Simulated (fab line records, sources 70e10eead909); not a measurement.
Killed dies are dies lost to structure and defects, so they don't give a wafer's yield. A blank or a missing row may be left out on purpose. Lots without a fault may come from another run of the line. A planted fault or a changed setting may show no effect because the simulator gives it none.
Which tool did it? | flow nand_harc | 14 lots, 42 wafers sampled, at 5 steps of a route of 1159

WHAT THE GAUGES READ, wafer by wafer
NHARC_END_SORT_01. Usual: killed_at_array 26, standard deviation 9.7; killed_at_other 1.0, standard deviation 1.2; killed_at_periphery 3.9, standard deviation 2.6; killed_dies 31, standard deviation 9.7; killed_open 3.2, standard deviation 1.8; killed_short 2.0, standard deviation 1.3.
lot  | measured     | on        | killed_at_array | killed_at_other | killed_at_periphery | killed_dies | killed_open | killed_short | flag
L781 | day 24 05:40 | prober-01 | 321 297 311     | 0 0 3           | 0 1 0               | 321 298 314 | 1 4 2       | 0 3 1        | OFF
L783 | day 25 03:33 | prober-01 | 324 309 298     | 3 1 1           | 4 5 0               | 331 315 299 | 5 2 3       | 0 1 0        | OFF

WHICH TOOL RAN EACH LOT (tool, then ch and the chambers of the sampled wafers, then the start)
lot  | NHARC_A_WL_FILL_CVD_03        | NHARC_A_M1_ANNEAL_31             | NHARC_A_M1_CMP_23             | NHARC_A_BONDPAD_PVD_27
L762 | cvd_w-01 ch 0,1, day 15 01:00 | rtp_anneal-02 ch 0, day 17 21:35 | cmp-04 ch 1,3, day 17 21:53   | pvd_sputter-03, no start
L765 | cvd_w-01 ch 0, day 15 07:36   | rtp_anneal-01 ch 0, day 17 23:00 | cmp-01 ch 2,3, day 17 23:17   | pvd_sputter-03, no start
L763 | cvd_w-02 ch 0,1, day 15 07:48 | rtp_anneal-01 ch 0, day 18 00:02 | cmp-04 ch 1,2,3, day 18 00:19 | pvd_sputter-01, no start
L766 | cvd_w-02 ch 1, day 15 15:14   | rtp_anneal-01 ch 0, day 18 08:22 | cmp-02 ch 1,2, day 18 08:43   | pvd_sputter-03, no start
L764 | cvd_w-01 ch 0,1, day 15 16:23 | rtp_anneal-02 ch 0, day 18 03:02 | cmp-04 ch 1,2,3, day 18 03:25 | pvd_sputter-02, no start
L767 | cvd_w-02 ch 0,1, day 16 10:46 | rtp_anneal-02 ch 0, day 19 11:40 | cmp-01 ch 0,3, day 19 12:03   | pvd_sputter-01, no start
L772 | cvd_w-01 ch 0,1, day 16 22:46 | rtp_anneal-01 ch 0, day 19 16:46 | cmp-04 ch 0,1,3, day 19 17:02 | pvd_sputter-02, no start
L770 | cvd_w-01 ch 0,1, day 17 03:56 | rtp_anneal-02 ch 0, day 20 01:56 | cmp-04 ch 0,2,3, day 20 02:19 | pvd_sputter-02, no start
L771 | cvd_w-01 ch 0,1, day 17 06:17 | rtp_anneal-02 ch 0, day 20 03:01 | cmp-02 ch 2,3, day 20 03:22   | pvd_sputter-01, no start
L769 | cvd_w-01 ch 0,1, day 17 10:04 | rtp_anneal-02 ch 0, day 20 07:37 | cmp-01 ch 0,2,3, day 20 07:55 | pvd_sputter-01, no start
L774 | cvd_w-02 ch 0,1, day 17 22:31 | rtp_anneal-01 ch 0, day 20 14:43 | cmp-02 ch 0,1,3, day 20 15:04 | pvd_sputter-03, no start
L781 | cvd_w-02 ch 0,1, day 19 14:35 | rtp_anneal-02 ch 0, day 22 13:19 | cmp-04 ch 0,1,2, day 22 13:40 | pvd_sputter-03, day 24 05:40 or earlier
L783 | cvd_w-02 ch 0,1, day 20 07:10 | rtp_anneal-02 ch 0, day 23 18:44 | cmp-02 ch 2,3, day 23 19:05   | pvd_sputter-02, day 25 03:33 or earlier
L785 | cvd_w-01 ch 0,1, day 20 17:06 | rtp_anneal-01 ch 0, day 23 18:26 | cmp-02 ch 0,3, day 23 18:47   | pvd_sputter-01, no start
- NHARC_A_WL_FILL_CVD_03: deposits W, target thk 40 nm, time 3302 s.
- NHARC_A_M1_ANNEAL_31: time 90 s.
- NHARC_A_M1_CMP_23: polishes, t overpolish 20 s, target thk 154.34 nm.
- NHARC_A_BONDPAD_PVD_27: deposits Cu, target thk 30 nm, time 20.49 s.

WHAT THE TOOLS THEMSELVES READ (means of the sampled wafers that have a number; where no wafer has one, the mark that the record gives instead)
NHARC_A_WL_FILL_CVD_03. Usual: heater_power_w 453 W, standard deviation 22; throttle_valve_pct 7.7 %, standard deviation 0.42.
lot  | tool     | heater_power_w (W) | throttle_valve_pct (%) | flag
L762 | cvd_w-01 | 429                | 7.7                    |
L765 | cvd_w-01 | 447                | 7.4                    |
L763 | cvd_w-02 | 455                | 7.9                    |
L766 | cvd_w-02 | 427                | 7.5                    |
L764 | cvd_w-01 | 448                | 7.8                    |
L767 | cvd_w-02 | 470                | 8.3                    |
L772 | cvd_w-01 | 445                | 7.6                    |
L770 | cvd_w-01 | 445                | 7.5                    |
L771 | cvd_w-01 | 453                | 7.8                    |
L769 | cvd_w-01 | 446                | 7.6                    |
L774 | cvd_w-02 | 466                | 7.9                    |
L781 | cvd_w-02 | 454                | 7.5                    |
L783 | cvd_w-02 | 449                | 7.7                    |
L785 | cvd_w-01 | 446                | 7.8                    |

NHARC_A_M1_ANNEAL_31. Usual: wafer_temp_C_max 226.0, standard deviation 0.34.
lot  | tool          | wafer_temp_C_max | flag
L762 | rtp_anneal-02 | 225.7            |
L765 | rtp_anneal-01 | 226.3            |
L763 | rtp_anneal-01 | 226.4            |
L766 | rtp_anneal-01 | 226.5            |
L764 | rtp_anneal-02 | 225.6            |
L767 | rtp_anneal-02 | 225.9            |
L772 | rtp_anneal-01 | 226.4            |
L770 | rtp_anneal-02 | 225.7            |
L771 | rtp_anneal-02 | 225.9            |
L769 | rtp_anneal-02 | 225.9            |
L774 | rtp_anneal-01 | 226.3            |
L781 | rtp_anneal-02 | 225.7            |
L783 | rtp_anneal-02 | 225.9            |
L785 | rtp_anneal-01 | 226.4            |

NHARC_A_M1_CMP_23. Usual: motor_current_A 12.4 A, standard deviation 1.2; time_to_endpoint_s 27.6 s, standard deviation 2.8.
lot  | tool   | motor_current_A (A) | time_to_endpoint_s (s) | flag
L762 | cmp-04 | 12.8                | 26.4                   |
L765 | cmp-01 | 12.4                | 26.8                   |
L763 | cmp-04 | 12.3                | 28.5                   |
L766 | cmp-02 | 11.5                | 31.6                   |
L764 | cmp-04 | 12.2                | 27.7                   |
L767 | cmp-01 | 11.7                | 27.0                   |
L772 | cmp-04 | 12.2                | 25.2                   |
L770 | cmp-04 | 12.1                | 26.6                   |
L771 | cmp-02 | 12.2                | 28.9                   |
L769 | cmp-01 | 12.1                | 30.1                   |
L774 | cmp-02 | 12.6                | 30.3                   |
L781 | cmp-04 | 11.8                | 26.1                   |
L783 | cmp-02 | 11.6                | 30.2                   |
L785 | cmp-02 | 12.9                | 30.1                   |

NHARC_A_BONDPAD_PVD_27. Usual: throttle_valve_pct 30.4 %, standard deviation 1.2.
lot  | tool           | throttle_valve_pct (%) | flag
L762 | pvd_sputter-03 | 32.0                   |
L765 | pvd_sputter-03 | 31.5                   |
L763 | pvd_sputter-01 | 29.5                   |
L766 | pvd_sputter-03 | 32.1                   |
L764 | pvd_sputter-02 | 29.7                   |
L767 | pvd_sputter-01 | 29.3                   |
L772 | pvd_sputter-02 | 31.0                   |
L770 | pvd_sputter-02 | 30.8                   |
L771 | pvd_sputter-01 | 29.3                   |
L769 | pvd_sputter-01 | 29.4                   |
L774 | pvd_sputter-03 | 30.4                   |
L781 | pvd_sputter-03 | 30.8                   |
L783 | pvd_sputter-02 | 30.8                   |
L785 | pvd_sputter-01 | 30.2                   |

THE ANSWER, worked out from the rows above alone
Rule: a lot is off if the mean of its wafers that have a number lies more than 3 standard deviations from the usual mean. A lot without any number at a reading at which 4 lots or more have one is off too. The other lots that the step has rows for count as sound. The gauges are gone through in route order, then the tools' own readings, and for those a lot's mean is taken as printed above. The first step at which some lot is off is used, and at that step the reading that is off furthest; a lot without a number counts as furthest.
Off: L781, L783, at NHARC_END_SORT_01 (killed_at_array). Neither off nor sound, because the step has no rows for them: L762, L765, L763, L766, L764, L767, L772, L770, L771, L769, L774, L785.
A tool fits if, at a process step before that reading, it ran every lot that is off, and no sound lot after the first of them. The gauges at NHARC_END_SORT_01 are tried like those tools. NHARC_A_BONDPAD_PVD_27 gives no start for some lots, so the hours and the order of its lots are those of NHARC_END_SORT_01. Can't be told from this: 3 tools fit, cvd_w-02 at NHARC_A_WL_FILL_CVD_03, rtp_anneal-02 at NHARC_A_M1_ANNEAL_31, prober-01 at NHARC_END_SORT_01.

WHAT THE SIMULATOR HAD PUT IN
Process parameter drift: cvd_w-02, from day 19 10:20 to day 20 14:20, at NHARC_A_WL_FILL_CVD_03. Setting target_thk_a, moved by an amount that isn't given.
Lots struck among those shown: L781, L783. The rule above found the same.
